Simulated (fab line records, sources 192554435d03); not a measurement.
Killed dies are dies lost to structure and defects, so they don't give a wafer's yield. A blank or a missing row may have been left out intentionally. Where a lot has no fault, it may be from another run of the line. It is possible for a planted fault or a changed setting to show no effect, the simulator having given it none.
fab line records :: flow n5Finfet :: part 2 of 2: steps 28 to 37 of 37
record
  lots=5
  wafers=15
  lastDay=18
route steps=1938 shown ZERO_LAYER@19 WELL_APT@20
lots that met no fault: from a run of the same line without faults
startH: the number of hours between the record's first day and the start of the first shown wafer of the lot :: waitH: hours elapsed since this lot's preceding step :: " the same as in the row above :: L1.1+2: one row covering several wafers at once :: - no value present, or no start provided :: * or withheld: withheld :: < > ~ a bound
route shown NAME@n: NAME is a module with steps in the file, n the number in the route of the first one :: usual: average and standard deviation across the fault-free wafers :: same: alike in all rows :: chamber/n: place in a boat :: sites: the reading at each site :: _std_site: standard deviation across them :: _edge_site: mean of outer sites minus mean of inner sites :: radiusMm: for every site, how far away it sits from the centre of the wafer :: mask NAME#n: copy n :: behind: the tool/chamber that last shaped the wafer :: hold: what put the lot on hold/how long, in hours/how the hold closed :: device: names the non-switching transistor (n, p or np) :: end of line: tests run on the same wafers once the route is complete :: a step given without rows: its recipe and nothing more :: killed: dies that structure and defects cost at the first sort, which is not the same as the wafer's yield :: map: per-die view of a wafer (x killed, . not killed, _ where there is no die)
set.NAME: the setting that was run; set.NAME@STEP: the one run at that earlier step :: model.NAME: the simulator's own value behind a step, which no gauge read
lots seen at some steps along the route; tables by step, rows by wafer
services: a tool's chamber out of use, with start hour (startH, from the record's first day; less than 0 if before it), hours out, and reason
## steps
# step N5_WELL_APT_DESCUM_30
# recipe
  chemistry=O2
  timeS=7.9
  sourcePowerW=50
  biasPowerW=20
  pressureMtorr=20
  rfFrequencyHz=2.712e+07
  tempC=40
  o2FlowSccm=225
# usual
  drypumpMotorCurrentA=5.7/0.41
  oesProductAu=0.76/0.048
  rfFwdPowerW=49.71/0.19
  rfVppV=243.1/1.5
  showerheadPlenumPTorr=2.09/0.088
  throttleValvePct=20.45/0.14
lot.wafer: L077.3
tool: rieDiel-06
chamber: 1
startH: 32.96
waitH: 0.0
drypumpMotorCurrentA: 5.7
oesProductAu: 0.75
rfFwdPowerW: 49.97
rfHoursCounterH: 187
rfVppV: 241.0
showerheadPlenumPTorr: 2.07
throttleValvePct: 20.57

lot.wafer: L077.5
tool: rieDiel-06
chamber: 1
startH: 32.96
waitH: 0.0
drypumpMotorCurrentA: 5.7
oesProductAu: 0.76
rfFwdPowerW: 49.70
rfHoursCounterH: -
rfVppV: 241.6
showerheadPlenumPTorr: 2.07
throttleValvePct: 20.57

lot.wafer: L077.6
tool: rieDiel-06
chamber: 0
startH: 32.96
waitH: 0.0
drypumpMotorCurrentA: 6.0
oesProductAu: 0.82
rfFwdPowerW: 49.45
rfHoursCounterH: -
rfVppV: 245.7
showerheadPlenumPTorr: 2.22
throttleValvePct: 20.56

lot.wafer: L082.1
tool: rieDiel-01
chamber: 1
startH: 63.07
waitH: 0.0
drypumpMotorCurrentA: 6.1
oesProductAu: 0.75
rfFwdPowerW: 49.74
rfHoursCounterH: 151
rfVppV: 244.7
showerheadPlenumPTorr: 2.07
throttleValvePct: 20.41

lot.wafer: L082.4
tool: rieDiel-01
chamber: 2
startH: 63.07
waitH: 0.0
drypumpMotorCurrentA: 6.4
oesProductAu: 0.71
rfFwdPowerW: 49.75
rfHoursCounterH: 189
rfVppV: 245.2
showerheadPlenumPTorr: 2.15
throttleValvePct: 20.28

lot.wafer: L082.5
tool: rieDiel-01
chamber: 0
startH: 63.07
waitH: 0.0
drypumpMotorCurrentA: 5.4
oesProductAu: 0.87
rfFwdPowerW: 49.77
rfHoursCounterH: -
rfVppV: 243.1
showerheadPlenumPTorr: 2.14
throttleValvePct: 20.24

lot.wafer: L083.1
tool: rieDiel-05
chamber: 0
startH: 69.39
waitH: 0.4
drypumpMotorCurrentA: 5.3
oesProductAu: 0.78
rfFwdPowerW: 49.87
rfHoursCounterH: 114
rfVppV: 240.6
showerheadPlenumPTorr: 1.92
throttleValvePct: 20.51

lot.wafer: L083.2
tool: rieDiel-05
chamber: 2
startH: 69.39
waitH: 0.4
drypumpMotorCurrentA: 5.5
oesProductAu: 0.71
rfFwdPowerW: 49.69
rfHoursCounterH: 202
rfVppV: 241.9
showerheadPlenumPTorr: 1.99
throttleValvePct: 20.41

lot.wafer: L083.6
tool: rieDiel-05
chamber: 0
startH: 69.39
waitH: 0.4
drypumpMotorCurrentA: 5.3
oesProductAu: 0.78
rfFwdPowerW: 49.78
rfHoursCounterH: -
rfVppV: 242.2
showerheadPlenumPTorr: 1.91
throttleValvePct: 20.49

lot.wafer: L091.1
tool: rieDiel-05
chamber: 2
startH: 117.17
waitH: 0.0
drypumpMotorCurrentA: 5.4
oesProductAu: 0.70
rfFwdPowerW: 49.46
rfHoursCounterH: 219
rfVppV: 241.9
showerheadPlenumPTorr: 1.98
throttleValvePct: 20.44

lot.wafer: L091.2
tool: rieDiel-05
chamber: 1
startH: 117.17
waitH: 0.0
drypumpMotorCurrentA: 6.6
oesProductAu: 0.68
rfFwdPowerW: 49.70
rfHoursCounterH: 243
rfVppV: 240.4
showerheadPlenumPTorr: 1.99
throttleValvePct: 20.87

lot.wafer: L091.3
tool: rieDiel-05
chamber: 0
startH: 117.17
waitH: 0.0
drypumpMotorCurrentA: 5.3
oesProductAu: 0.77
rfFwdPowerW: 49.76
rfHoursCounterH: 132
rfVppV: 240.8
showerheadPlenumPTorr: 1.91
throttleValvePct: 20.53

lot.wafer: L094.2
tool: rieDiel-01
chamber: 0
startH: 135.37
waitH: 0.0
drypumpMotorCurrentA: 5.4
oesProductAu: 0.82
rfFwdPowerW: 49.68
rfHoursCounterH: 64
rfVppV: 245.3
showerheadPlenumPTorr: 2.13
throttleValvePct: 20.27

lot.wafer: L094.4
tool: rieDiel-01
chamber: 1
startH: 135.37
waitH: 0.0
drypumpMotorCurrentA: 6.1
oesProductAu: 0.72
rfFwdPowerW: 50.01
rfHoursCounterH: 179
rfVppV: 243.2
showerheadPlenumPTorr: 2.06
throttleValvePct: 20.46

lot.wafer: L094.5
tool: rieDiel-01
chamber: 2
startH: 135.37
waitH: 0.0
drypumpMotorCurrentA: 6.3
oesProductAu: 0.69
rfFwdPowerW: 49.56
rfHoursCounterH: -
rfVppV: 245.0
showerheadPlenumPTorr: 2.15
throttleValvePct: 20.30
# step N5_WELL_APT_IMPLANT_31
# recipe
  species=B
  energyKev=60
  doseCm2=1.5e+13
  tiltDeg=0
  rotationDeg=0
# usual
  doseIonsCm2=1.5003e+13/1.7e+10
lot.wafer: L077.3
tool: implanter-01
chamber: 0
startH: 33.12
waitH: 0.1
doseIonsCm2: 1.5002e+13

lot.wafer: L077.5
tool: implanter-01
chamber: 0
startH: 33.12
waitH: 0.1
doseIonsCm2: 1.5008e+13

lot.wafer: L077.6
tool: implanter-01
chamber: 0
startH: 33.12
waitH: 0.1
doseIonsCm2: 1.501e+13

lot.wafer: L082.1
tool: implanter-01
chamber: 0
startH: 63.17
waitH: 0.1
doseIonsCm2: 1.5016e+13

lot.wafer: L082.4
tool: implanter-01
chamber: 0
startH: 63.17
waitH: 0.1
doseIonsCm2: 1.5e+13

lot.wafer: L082.5
tool: implanter-01
chamber: 0
startH: 63.17
waitH: 0.1
doseIonsCm2: 1.5035e+13

lot.wafer: L083.1
tool: implanter-02
chamber: 0
startH: 69.49
waitH: 0.1
doseIonsCm2: 1.5e+13

lot.wafer: L083.2
tool: implanter-02
chamber: 0
startH: 69.49
waitH: 0.1
doseIonsCm2: 1.5008e+13

lot.wafer: L083.6
tool: implanter-02
chamber: 0
startH: 69.49
waitH: 0.1
doseIonsCm2: 1.5019e+13

lot.wafer: L091.1
tool: implanter-02
chamber: 0
startH: 117.27
waitH: 0.1
doseIonsCm2: 1.5016e+13

lot.wafer: L091.2
tool: implanter-02
chamber: 0
startH: 117.27
waitH: 0.1
doseIonsCm2: 1.5019e+13

lot.wafer: L091.3
tool: implanter-02
chamber: 0
startH: 117.27
waitH: 0.1
doseIonsCm2: 1.5024e+13

lot.wafer: L094.2
tool: implanter-02
chamber: 0
startH: 135.49
waitH: 0.1
doseIonsCm2: 1.4992e+13

lot.wafer: L094.4
tool: implanter-02
chamber: 0
startH: 135.49
waitH: 0.1
doseIonsCm2: 1.5006e+13

lot.wafer: L094.5
tool: implanter-02
chamber: 0
startH: 135.49
waitH: 0.1
doseIonsCm2: 1.501e+13
# step N5_WELL_APT_IMPLANT_32
# recipe
  species=BF2
  energyKev=50
  doseCm2=2e+13
  tiltDeg=0
  rotationDeg=0
# usual
  doseIonsCm2=1.9995e+13/2.2e+10
lot.wafer: L077.3
tool: implanter-01
chamber: 0
startH: 33.30
waitH: 0.1
doseIonsCm2: 1.9997e+13

lot.wafer: L077.5
tool: implanter-01
chamber: 0
startH: 33.30
waitH: 0.1
doseIonsCm2: 2.0015e+13

lot.wafer: L077.6
tool: implanter-01
chamber: 0
startH: 33.30
waitH: 0.1
doseIonsCm2: 2.0046e+13

lot.wafer: L082.1
tool: implanter-01
chamber: 0
startH: 63.35
waitH: 0.1
doseIonsCm2: 2.0011e+13

lot.wafer: L082.4
tool: implanter-01
chamber: 0
startH: 63.35
waitH: 0.1
doseIonsCm2: 2.0014e+13

lot.wafer: L082.5
tool: implanter-01
chamber: 0
startH: 63.35
waitH: 0.1
doseIonsCm2: 1.998e+13

lot.wafer: L083.1
tool: implanter-02
chamber: 0
startH: 69.67
waitH: 0.1
doseIonsCm2: 2.0016e+13

lot.wafer: L083.2
tool: implanter-02
chamber: 0
startH: 69.67
waitH: 0.1
doseIonsCm2: 2.0013e+13

lot.wafer: L083.6
tool: implanter-02
chamber: 0
startH: 69.67
waitH: 0.1
doseIonsCm2: 1.9996e+13

lot.wafer: L091.1
tool: implanter-02
chamber: 0
startH: 117.45
waitH: 0.1
doseIonsCm2: 1.9987e+13

lot.wafer: L091.2
tool: implanter-02
chamber: 0
startH: 117.45
waitH: 0.1
doseIonsCm2: 1.9982e+13

lot.wafer: L091.3
tool: implanter-02
chamber: 0
startH: 117.45
waitH: 0.1
doseIonsCm2: 1.9998e+13

lot.wafer: L094.2
tool: implanter-02
chamber: 0
startH: 135.67
waitH: 0.1
doseIonsCm2: 1.9966e+13

lot.wafer: L094.4
tool: implanter-02
chamber: 0
startH: 135.67
waitH: 0.1
doseIonsCm2: 1.9979e+13

lot.wafer: L094.5
tool: implanter-02
chamber: 0
startH: 135.67
waitH: 0.1
doseIonsCm2: 1.9964e+13
# step N5_WELL_APT_STRIP_33
# recipe
  chemistry=SPM
  timeS=900
  tempC=130
  h2so4H2o2VolRatio=4
  dry=ipaMarangoni
lot.wafer: L077.3+5+6
tool: wetBench-04
chamber: 1,2,6
startH: 33.47
waitH: 0.1

lot.wafer: L082.1+4+5
tool: wetBench-04
chamber: 4,7,0
startH: 63.57
waitH: 0.2

lot.wafer: L083.1+2+6
tool: wetBench-04
chamber: 4,6,1
startH: 69.88
waitH: 0.2

lot.wafer: L091.1+2+3
tool: wetBench-06
chamber: 3,2,6
startH: 117.66
waitH: 0.2

lot.wafer: L094.2+4+5
tool: wetBench-01
chamber: 6,5,3
startH: 135.85
waitH: 0.1
# step N5_WELL_APT_RTA_34
# recipe
  tempC=1000
  timeS=10
  ambient=N2
  idleTempC=600
  rampUpCPerS=150
  rampDownCPerS=60
  coolToC=600
# usual
  annealTempCMax=1005.8/1.3
  lampPowerPct=13.00/0.05
  wafer_temp_C_max=1003.4/1.1
lot.wafer: L077.3
tool: rtpAnneal-01
chamber: 0
startH: 33.78
waitH: 0.1
annealTempCMax: 1005.9
lampPowerPct: 13.04
wafer_temp_C_max: 1002.7

lot.wafer: L077.5
tool: rtpAnneal-01
chamber: 0
startH: 33.78
waitH: 0.1
annealTempCMax: 1004.3
lampPowerPct: 12.97
wafer_temp_C_max: 1003.5

lot.wafer: L077.6
tool: rtpAnneal-01
chamber: 0
startH: 33.78
waitH: 0.1
annealTempCMax: 1008.9
lampPowerPct: 13.02
wafer_temp_C_max: 1004.0

lot.wafer: L082.1
tool: rtpAnneal-01
chamber: 0
startH: 63.85
waitH: 0.0
annealTempCMax: 1006.2
lampPowerPct: 13.00
wafer_temp_C_max: 1003.9

lot.wafer: L082.4
tool: rtpAnneal-01
chamber: 0
startH: 63.85
waitH: 0.0
annealTempCMax: 1005.7
lampPowerPct: 13.02
wafer_temp_C_max: 1002.7

lot.wafer: L082.5
tool: rtpAnneal-01
chamber: 0
startH: 63.85
waitH: 0.0
annealTempCMax: 1007.9
lampPowerPct: 12.97
wafer_temp_C_max: 1003.0

lot.wafer: L083.1
tool: rtpAnneal-02
chamber: 0
startH: 70.15
waitH: 0.0
annealTempCMax: 1005.0
lampPowerPct: 12.97
wafer_temp_C_max: 1001.5

lot.wafer: L083.2
tool: rtpAnneal-02
chamber: 0
startH: 70.15
waitH: 0.0
annealTempCMax: 1005.8
lampPowerPct: 12.95
wafer_temp_C_max: 1003.2

lot.wafer: L083.6
tool: rtpAnneal-02
chamber: 0
startH: 70.15
waitH: 0.0
annealTempCMax: 1006.4
lampPowerPct: 12.95
wafer_temp_C_max: 1004.3

lot.wafer: L091.1
tool: rtpAnneal-02
chamber: 0
startH: 118.31
waitH: 0.4
annealTempCMax: 1004.7
lampPowerPct: 12.91
wafer_temp_C_max: 1004.0

lot.wafer: L091.2
tool: rtpAnneal-02
chamber: 0
startH: 118.31
waitH: 0.4
annealTempCMax: 1004.6
lampPowerPct: 12.96
wafer_temp_C_max: 1003.1

lot.wafer: L091.3
tool: rtpAnneal-02
chamber: 0
startH: 118.31
waitH: 0.4
annealTempCMax: 1005.1
lampPowerPct: 13.07
wafer_temp_C_max: 1002.4

lot.wafer: L094.2
tool: rtpAnneal-01
chamber: 0
startH: 136.15
waitH: 0.0
annealTempCMax: 1005.1
lampPowerPct: 13.06
wafer_temp_C_max: 1006.6

lot.wafer: L094.4
tool: rtpAnneal-01
chamber: 0
startH: 136.15
waitH: 0.0
annealTempCMax: 1006.6
lampPowerPct: 12.93
wafer_temp_C_max: 1001.9

lot.wafer: L094.5
tool: rtpAnneal-01
chamber: 0
startH: 136.15
waitH: 0.0
annealTempCMax: 1007.4
lampPowerPct: 12.99
wafer_temp_C_max: 1004.4
# step N5_WELL_APT_OXIDE_STRIP_42
# recipe
  chemistry=dHF
  dilution=25:1
  timeS=45
  tempC=25
  target=SiO2
  targetDepthA=120
lot.wafer: L077.3+5+6
tool: wetBench-01
chamber: 4,2,7
startH: 33.89
waitH: 0.1

lot.wafer: L082.1+4+5
tool: wetBench-04
chamber: 3,1,5
startH: 63.99
waitH: 0.1

lot.wafer: L083.1+2+6
tool: wetBench-06
chamber: 1,0,3
startH: 70.30
waitH: 0.1

lot.wafer: L091.1+2+3
tool: wetBench-06
chamber: 2,5,3
startH: 118.58
waitH: 0.2

lot.wafer: L094.2+4+5
tool: wetBench-04
chamber: 6,3,7
startH: 136.27
waitH: 0.1
# step N5_WELL_APT_PRECLEAN_36
# recipe
  chemistry=O3/DIW
  timeS=45
  tempC=22
  o3Ppm=10
lot.wafer: L077.3+5+6
tool: wetBench-01
chamber: 4,2,7
startH: 33.90
waitH: 0.0

lot.wafer: L082.1+4+5
tool: wetBench-04
chamber: 3,1,5
startH: 64.01
waitH: 0.0

lot.wafer: L083.1+2+6
tool: wetBench-06
chamber: 1,0,3
startH: 70.32
waitH: 0.0

lot.wafer: L091.1+2+3
tool: wetBench-06
chamber: 2,5,3
startH: 118.59
waitH: 0.0

lot.wafer: L094.2+4+5
tool: wetBench-04
chamber: 6,3,7
startH: 136.29
waitH: 0.0
# step N5_WELL_APT_PRECLEAN_39
# recipe
  chemistry=dHF
  timeS=60
  dilution=150:1
  tempC=25
lot.wafer: L077.3+5+6
tool: wetBench-01
chamber: 4,2,7
startH: 33.92
waitH: 0.0

lot.wafer: L082.1+4+5
tool: wetBench-04
chamber: 3,1,5
startH: 64.02
waitH: 0.0

lot.wafer: L083.1+2+6
tool: wetBench-06
chamber: 1,0,3
startH: 70.33
waitH: 0.0

lot.wafer: L091.1+2+3
tool: wetBench-06
chamber: 2,5,3
startH: 118.60
waitH: 0.0

lot.wafer: L094.2+4+5
tool: wetBench-04
chamber: 6,3,7
startH: 136.30
waitH: 0.0
# step N5_WELL_APT_SRD_37
# recipe
  dry=ipaMarangoni
  doPpb=5
  timeS=30
  tempC=23
  rinseLiquid=diw
lot.wafer: L077.3+5+6
tool: wetBench-01
chamber: 4,2,7
startH: 33.93
waitH: 0.0

lot.wafer: L082.1+4+5
tool: wetBench-04
chamber: 3,1,5
startH: 64.04
waitH: 0.0

lot.wafer: L083.1+2+6
tool: wetBench-06
chamber: 1,0,3
startH: 70.34
waitH: 0.0

lot.wafer: L091.1+2+3
tool: wetBench-06
chamber: 2,5,3
startH: 118.62
waitH: 0.0

lot.wafer: L094.2+4+5
tool: wetBench-04
chamber: 6,3,7
startH: 136.32
waitH: 0.0
# step N5_WELL_APT_EPI_41
# recipe
  material=Si
  targetThkA=500
  tempC=650
  precursor=SiH4/H2
  pressureTorr=20
  timeS=297.7
# usual
  throttleValvePct=11.6/0.32
lot.wafer: L077.3
tool: epiRpcvd-03
chamber: 0
startH: 34.25
waitH: 0.3
throttleValvePct: 11.8

lot.wafer: L077.5
tool: epiRpcvd-03
chamber: 0
startH: 34.25
waitH: 0.3
throttleValvePct: 11.6

lot.wafer: L077.6
tool: epiRpcvd-03
chamber: 0
startH: 34.25
waitH: 0.3
throttleValvePct: 11.6

lot.wafer: L082.1
tool: epiRpcvd-02
chamber: 0
startH: 64.09
waitH: 0.0
throttleValvePct: 11.1

lot.wafer: L082.4
tool: epiRpcvd-02
chamber: 0
startH: 64.09
waitH: 0.0
throttleValvePct: 11.3

lot.wafer: L082.5
tool: epiRpcvd-02
chamber: 0
startH: 64.09
waitH: 0.0
throttleValvePct: 11.5

lot.wafer: L083.1
tool: epiRpcvd-03
chamber: 0
startH: 70.39
waitH: 0.0
throttleValvePct: 11.7

lot.wafer: L083.2
tool: epiRpcvd-03
chamber: 0
startH: 70.39
waitH: 0.0
throttleValvePct: 11.9

lot.wafer: L083.6
tool: epiRpcvd-03
chamber: 0
startH: 70.39
waitH: 0.0
throttleValvePct: 11.2

lot.wafer: L091.1
tool: epiRpcvd-04
chamber: 0
startH: 118.67
waitH: 0.0
throttleValvePct: 11.8

lot.wafer: L091.2
tool: epiRpcvd-04
chamber: 0
startH: 118.67
waitH: 0.0
throttleValvePct: 11.6

lot.wafer: L091.3
tool: epiRpcvd-04
chamber: 0
startH: 118.67
waitH: 0.0
throttleValvePct: 11.6

lot.wafer: L094.2
tool: epiRpcvd-02
chamber: 0
startH: 136.55
waitH: 0.2
throttleValvePct: 11.4

lot.wafer: L094.4
tool: epiRpcvd-02
chamber: 0
startH: 136.55
waitH: 0.2
throttleValvePct: 11.3

lot.wafer: L094.5
tool: epiRpcvd-02
chamber: 0
startH: 136.55
waitH: 0.2
throttleValvePct: 11.1
## services
tool: krfScanner-02
chamber: -
startH: 12.83
hours: 0.6
kind: repair

tool: krfScanner-01
chamber: -
startH: 13.42
hours: 1.3
kind: pm

tool: krfScanner-01
chamber: 0
startH: 17.31
hours: -
kind: calibration

tool: implanter-01
chamber: -
startH: 18.66
hours: 1.4
kind: repair

tool: implanter-01
chamber: -
startH: 23.77
hours: 1.9
kind: repair

tool: rieDiel-05
chamber: 1
startH: 35.97
hours: 1.5
kind: repair

tool: rieDiel-01
chamber: -
startH: 38.30
hours: 0.8
kind: repair

tool: rieDiel-01
chamber: -
startH: 39.22
hours: 13.9
kind: repair

tool: krfScanner-02
chamber: -
startH: 48.36
hours: 0.4
kind: repair

tool: krfScanner-02
chamber: 0
startH: 73.35
hours: -
kind: calibration

tool: implanter-01
chamber: -
startH: 73.51
hours: 2.2
kind: repair

tool: krfScanner-01
chamber: -
startH: 74.12
hours: 1.5
kind: repair

tool: krfScanner-01
chamber: -
startH: 89.65
hours: 4.0
kind: pm

tool: krfScanner-02
chamber: -
startH: 93.67
hours: 1.0
kind: pm

tool: krfScanner-01
chamber: -
startH: 97.79
hours: 1.0
kind: pm

tool: lithoTrack-04
chamber: -
startH: 98.93
hours: -
kind: consumableReplace:filter

tool: implanter-01
chamber: -
startH: 120.64
hours: 1.9
kind: repair

tool: krfScanner-02
chamber: -
startH: 122.99
hours: 4.4
kind: pm

tool: lithoTrack-05
chamber: -
startH: 124.73
hours: -
kind: consumableReplace:filter

tool: rieDiel-06
chamber: 2
startH: 130.51
hours: 8.3
kind: repair
